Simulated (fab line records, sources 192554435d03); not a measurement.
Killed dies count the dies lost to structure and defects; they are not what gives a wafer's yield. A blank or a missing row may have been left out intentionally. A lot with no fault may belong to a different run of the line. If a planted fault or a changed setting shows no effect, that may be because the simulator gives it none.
Lot-split experiment | flow n5_finfet | route with 1938 steps; 7 lots, 21 wafers read

== THE SPLIT ==
At N5_BEOL_M10_PECVD_70 (deposits SiO2 from TEOS/O2, target thk 20 nm, time 22.7 s), the setting time_s was moved away from the recipe's 22.7 s on 8 of the 21 wafers read, by -14.9% to +11.2%. All remaining wafers had this setting at the recipe value.

The reading comes from the split's own step.

== THE READING ==
SiO2_of_BEOL_M10_PECVD_70.thk_nm (the simulator's own value, which no gauge read), in nm, at N5_BEOL_M10_PECVD_70 (deposits SiO2 from TEOS/O2, target thk 20 nm, time 22.7 s). The file gives no usual value for it. Here, 13 wafers ran the recipe; their average is 19.9 nm with a standard deviation of 0.29 nm.

wafer  | tool, chamber at the split | time_s as run, s | against the recipe | SiO2_of_BEOL_M10_PECVD_70.thk_nm, nm | against lot-mates on the recipe
L076.2 | pecvd-01, 1                | 22.7             | recipe             | 19.4                                 | -
L076.3 | pecvd-01, 2                | 21.33            | -6.0%              | 18.6                                 | -0.8
L076.4 | pecvd-01, 2                | 21.33            | -6.0%              | 18.8                                 | -0.6
L081.1 | pecvd-04, 1                | 22.7             | recipe             | 19.6                                 | -
L081.4 | pecvd-04, 2                | 25.24            | +11.2%             | 22.6                                 | +2.8
L081.5 | pecvd-04, 0                | 22.7             | recipe             | 20                                   | -
L083.1 | pecvd-01, 1                | 20.71            | -8.8%              | 18                                   | -1.8
L083.2 | pecvd-01, 2                | 20.71            | -8.8%              | 17.6                                 | -2.2
L083.5 | pecvd-01, 0                | 22.7             | recipe             | 19.8                                 | -
L091.1 | pecvd-01, 2                | 19.31            | -14.9%             | 17                                   | -2.7
L091.3 | pecvd-01, 0                | 22.7             | recipe             | 19.6                                 | -
L091.6 | pecvd-01, 2                | 22.7             | recipe             | 19.8                                 | -
L090.4 | pecvd-04, 1,0              | 22.7             | recipe             | 20.2                                 | -
L090.6 | pecvd-04, 1,0              | 22.7             | recipe             | 20.2                                 | -
L090.5 | pecvd-04, 2                | 19.66            | -13.4%             | 17.6                                 | -2.6
L093.1 | pecvd-04, 1                | 22.7             | recipe             | 19.4                                 | -
L093.3 | pecvd-04, 2                | 22.7             | recipe             | 20                                   | -
L093.6 | pecvd-04, 1                | 22.7             | recipe             | 19.8                                 | -
L095.1 | pecvd-01, 0                | 23.92            | +5.4%              | 21                                   | +0.8
L095.5 | pecvd-01, 0,1              | 22.7             | recipe             | 20.2                                 | -
L095.6 | pecvd-01, 0,1              | 22.7             | recipe             | 20.2                                 | -
If several chambers appear in one row, that row covers several wafers at once and the file leaves open which wafer was in which chamber.

FIT RESULTS
A straight line over all 21 wafers: SiO2_of_BEOL_M10_PECVD_70.thk_nm changes by +0.206 nm for each +1% of time_s; r = +0.97; the points scatter about the line by 0.3 nm.
The same after taking each lot's own level away (the mean of its wafers on the recipe; 21 wafers): +0.2 nm for each +1%; r = +0.98; scatter 0.28 nm.
The reading moves by 3 nm for the largest change in time_s, on that fit.
Measured against the standard deviation above, the lots' own levels, which go from 19.40 to 20.20 nm, span 2.8 times it.
Consequently the slope shifts little with the lot-to-lot level, the two slopes agreeing.
Check: -3.02 nm against its lot-mates is what the line predicts for one of the wafers moved furthest among these (-14.9%) when that wafer is left out of the fit. It came out at -2.7 nm against them.

== OTHER SPLITS ON THESE WAFERS ==
Before the reading, these wafers also passed through other splits. Each is held against what the fit with the lots' levels taken away leaves over:
other split on the same wafers   | wafers away from the commonest value | r with SiO2_of_BEOL_M10_PECVD_70.thk_nm (lot level and that fit taken away)
N5_BEOL_M9_ETCH_66 time_s        | 5                                    | +0.00
N5_BEOL_M9_TRENCH_ETCH_37 bias_w | 8                                    | +0.01

== THE FILE'S OWN FIT ==
SiO2_of_BEOL_M10_PECVD_70.thk_nm changes by +0.198 nm for each +1% of time_s, r = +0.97.
